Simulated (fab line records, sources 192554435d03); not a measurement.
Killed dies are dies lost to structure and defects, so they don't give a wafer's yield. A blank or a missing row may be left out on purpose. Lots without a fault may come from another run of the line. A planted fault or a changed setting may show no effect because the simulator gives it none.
Chamber matching | flow n5_finfet | N5_BEOL_M1_ILD_DEP_00 on pecvd-03: 3 sister chambers
The step deposits SiOC from DEMS/O2, target thk 79 nm, time 15.3 s. 3 wafers are shown with their chamber, then 9 later ones without.

WAFERS WITH THEIR CHAMBER
wafer  | chamber | heater_power_w (W)
L085.4 | 0       | 491
L085.5 | 2       | 413
L085.6 | 1       | 584

WAFERS WITHOUT THEIR CHAMBER
wafer  | heater_power_w (W)
L088.3 | 400
L088.4 | 418
L088.5 | 411
L096.3 | 388
L096.5 | 570
L096.6 | 395
L097.1 | 370
L097.2 | 572
L097.5 | 579

WHICH CHAMBER EACH WENT THROUGH
wafer  | from the rows above | in truth
L088.3 | 2                   | 2
L088.4 | 2                   | 2
L088.5 | 2                   | 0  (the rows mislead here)
L096.3 | 2                   | 2
L096.5 | 1                   | 1
L096.6 | 2                   | 2
L097.1 | 2                   | 2
L097.2 | 1                   | 1
L097.5 | 1                   | 1
Placed correctly: 8 of 9. Can't be placed from these rows: 0. Placed wrongly: 1.
How it was worked out, from the rows above alone: a wafer's distance from a chamber is the root of the sum, over the readings, of the square of ((its reading less the chamber's mean) divided by the reading's scatter). The wafer belongs to the nearest chamber; if the next one is less than 2 further off, it can't be placed. A chamber's mean is the mean of its shown wafers. The scatter: with one shown wafer a chamber, the root of the mean of the squares of how far each hidden wafer lies from its nearest shown one.
